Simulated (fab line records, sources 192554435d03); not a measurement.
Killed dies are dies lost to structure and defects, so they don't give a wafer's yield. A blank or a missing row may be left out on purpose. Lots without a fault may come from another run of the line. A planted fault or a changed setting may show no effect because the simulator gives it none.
Chamber matching | flow n5_finfet | N5_HKMG_FIN_DESCUM_53 on rie_diel-03: 4 sister chambers
The step chemistry O2, time 7.9 s. 4 wafers are shown with their chamber, then 11 later ones without.

WAFERS WITH THEIR CHAMBER
wafer  | chamber | drypump_motor_current_A (A)
L087.3 | 1       | 5.23
L088.1 | 2       | 5.70
L088.5 | 3       | 5.88
L090.2 | 0       | 5.09

WAFERS WITHOUT THEIR CHAMBER
wafer  | drypump_motor_current_A (A)
L090.3 | 5.21
L090.5 | 5.71
L095.1 | 5.22
L095.2 | 5.94
L095.4 | 5.08
L097.1 | 5.90
L097.2 | 5.11
L097.3 | 5.72
L097.4 | 5.22
L097.5 | 5.22
L097.6 | 5.10

WHICH CHAMBER EACH WENT THROUGH
wafer  | from the rows above | in truth
L090.3 | 1                   | 1
L090.5 | 2                   | 2
L095.1 | 1                   | 1
L095.2 | 3                   | 3
L095.4 | 0                   | 0
L097.1 | 3                   | 3
L097.2 | 0                   | 0
L097.3 | 2                   | 2
L097.4 | 1                   | 1
L097.5 | 1                   | 1
L097.6 | 0                   | 0
Placed correctly: 11 of 11. Can't be placed from these rows: 0. Placed wrongly: 0.
How it was worked out, from the rows above alone: a wafer's distance from a chamber is the root of the sum, over the readings, of the square of ((its reading less the chamber's mean) divided by the reading's scatter). The wafer belongs to the nearest chamber; if the next one is less than 2 further off, it can't be placed. A chamber's mean is the mean of its shown wafers. The scatter: with one shown wafer a chamber, the root of the mean of the squares of how far each hidden wafer lies from its nearest shown one.
